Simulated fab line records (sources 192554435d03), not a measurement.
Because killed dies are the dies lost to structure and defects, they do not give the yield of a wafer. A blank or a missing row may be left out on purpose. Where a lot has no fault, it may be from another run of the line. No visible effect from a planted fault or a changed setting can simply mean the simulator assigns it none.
Split-lot experiment / flow n5_finfet / on a route of 1938 steps: 7 lots, 21 wafers read

== THE SPLIT ITSELF ==
At N5_BEOL_M0_SAQP_ETCH_84 (etches SOC in N2/H2, target depth 100 nm, overetch 20 nm, time 150 s), the setting time_s was moved away from the recipe's 150 s on 8 of the 21 wafers read, by -19.8% to +11.1%. This setting was run at the recipe's value on the other wafers.

The split's own step is where the reading is taken.

== THE READING ==
SiARC_of_BEOL_M0_SAQP_COAT_82.thk_nm (the simulator's own value, which no gauge read), in nm, at N5_BEOL_M0_SAQP_ETCH_84 (etches SOC in N2/H2, target depth 100 nm, overetch 20 nm, time 150 s). No usual value for it is given in the file. Across the 13 wafers here that went through the recipe, the average is 24.2 nm and the standard deviation 0.18 nm.

wafer=L074.2; tool, chamber at the split=rie_diel-06, 0,3; time_s as run, s=150; against the recipe=recipe; SiARC_of_BEOL_M0_SAQP_COAT_82.thk_nm, nm=24.2; against lot-mates on the recipe=-
wafer=L074.6; tool, chamber at the split=rie_diel-06, 0,3; time_s as run, s=150; against the recipe=recipe; SiARC_of_BEOL_M0_SAQP_COAT_82.thk_nm, nm=24.2; against lot-mates on the recipe=-
wafer=L074.4; tool, chamber at the split=rie_diel-06, 2; time_s as run, s=150; against the recipe=recipe; SiARC_of_BEOL_M0_SAQP_COAT_82.thk_nm, nm=24.6; against lot-mates on the recipe=-
wafer=L075.1; tool, chamber at the split=rie_diel-03, 1; time_s as run, s=166.6; against the recipe=+11.1%; SiARC_of_BEOL_M0_SAQP_COAT_82.thk_nm, nm=23.6; against lot-mates on the recipe=-0.4
wafer=L075.3; tool, chamber at the split=rie_diel-03, 0; time_s as run, s=166.6; against the recipe=+11.1%; SiARC_of_BEOL_M0_SAQP_COAT_82.thk_nm, nm=23.4; against lot-mates on the recipe=-0.6
wafer=L075.6; tool, chamber at the split=rie_diel-03, 2; time_s as run, s=150; against the recipe=recipe; SiARC_of_BEOL_M0_SAQP_COAT_82.thk_nm, nm=24; against lot-mates on the recipe=-
wafer=L077.3; tool, chamber at the split=rie_diel-05, 0; time_s as run, s=150; against the recipe=recipe; SiARC_of_BEOL_M0_SAQP_COAT_82.thk_nm, nm=24.4; against lot-mates on the recipe=-
wafer=L077.4; tool, chamber at the split=rie_diel-05, 2,3; time_s as run, s=120.3; against the recipe=-19.8%; SiARC_of_BEOL_M0_SAQP_COAT_82.thk_nm, nm=25.4; against lot-mates on the recipe=+1.0
wafer=L077.6; tool, chamber at the split=rie_diel-05, 2,3; time_s as run, s=120.3; against the recipe=-19.8%; SiARC_of_BEOL_M0_SAQP_COAT_82.thk_nm, nm=25.4; against lot-mates on the recipe=+1.0
wafer=L082.1; tool, chamber at the split=rie_diel-06, 1; time_s as run, s=150; against the recipe=recipe; SiARC_of_BEOL_M0_SAQP_COAT_82.thk_nm, nm=24; against lot-mates on the recipe=-
wafer=L082.2; tool, chamber at the split=rie_diel-06, 0; time_s as run, s=150; against the recipe=recipe; SiARC_of_BEOL_M0_SAQP_COAT_82.thk_nm, nm=24.2; against lot-mates on the recipe=-
wafer=L082.3; tool, chamber at the split=rie_diel-06, 3; time_s as run, s=150; against the recipe=recipe; SiARC_of_BEOL_M0_SAQP_COAT_82.thk_nm, nm=24.4; against lot-mates on the recipe=-
wafer=L086.2; tool, chamber at the split=rie_diel-06, 0; time_s as run, s=127.7; against the recipe=-14.9%; SiARC_of_BEOL_M0_SAQP_COAT_82.thk_nm, nm=25.2; against lot-mates on the recipe=+0.8
wafer=L086.5; tool, chamber at the split=rie_diel-06, 2; time_s as run, s=127.7; against the recipe=-14.9%; SiARC_of_BEOL_M0_SAQP_COAT_82.thk_nm, nm=25.4; against lot-mates on the recipe=+1.0
wafer=L086.6; tool, chamber at the split=rie_diel-06, 3; time_s as run, s=150; against the recipe=recipe; SiARC_of_BEOL_M0_SAQP_COAT_82.thk_nm, nm=24.4; against lot-mates on the recipe=-
wafer=L090.1; tool, chamber at the split=rie_diel-06, 1; time_s as run, s=150; against the recipe=recipe; SiARC_of_BEOL_M0_SAQP_COAT_82.thk_nm, nm=24; against lot-mates on the recipe=-
wafer=L090.5; tool, chamber at the split=rie_diel-06, 1; time_s as run, s=150; against the recipe=recipe; SiARC_of_BEOL_M0_SAQP_COAT_82.thk_nm, nm=24; against lot-mates on the recipe=-
wafer=L090.3; tool, chamber at the split=rie_diel-06, 3; time_s as run, s=127.6; against the recipe=-14.9%; SiARC_of_BEOL_M0_SAQP_COAT_82.thk_nm, nm=25.2; against lot-mates on the recipe=+1.2
wafer=L092.1; tool, chamber at the split=rie_diel-06, 1; time_s as run, s=150; against the recipe=recipe; SiARC_of_BEOL_M0_SAQP_COAT_82.thk_nm, nm=24.2; against lot-mates on the recipe=-
wafer=L092.5; tool, chamber at the split=rie_diel-06, 1; time_s as run, s=150; against the recipe=recipe; SiARC_of_BEOL_M0_SAQP_COAT_82.thk_nm, nm=24.2; against lot-mates on the recipe=-
wafer=L092.4; tool, chamber at the split=rie_diel-06, 2; time_s as run, s=122.2; against the recipe=-18.5%; SiARC_of_BEOL_M0_SAQP_COAT_82.thk_nm, nm=25.6; against lot-mates on the recipe=+1.4
Rows listing several chambers each stand for several wafers; the file does not say which wafer went through which chamber.

THE FIT
A straight line over all 21 wafers: SiARC_of_BEOL_M0_SAQP_COAT_82.thk_nm changes by -0.0662 nm for each +1% of time_s; r = -0.97; the points scatter about the line by 0.17 nm.
The same after taking each lot's own level away (the mean of its wafers on the recipe; 21 wafers): -0.0582 nm for each +1%; r = -0.96; scatter 0.16 nm.
According to that fit, moving time_s by its largest amount changes the reading by 1.2 nm.
The lots' own levels span 24.00 to 24.40 nm, that is 2.2 times the standard deviation above.
In other words, the slope is changed by the lot-to-lot level; the two fits disagree.
Check: with one of the wafers moved furthest among these (-19.8%) left out of the fit, the line predicts +1.23 nm for it against its lot-mates. Against them it came out at +1 nm.

== FILE'S OWN FIT ==
SiARC_of_BEOL_M0_SAQP_COAT_82.thk_nm changes by -0.0634 nm for each +1% of time_s, r = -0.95.
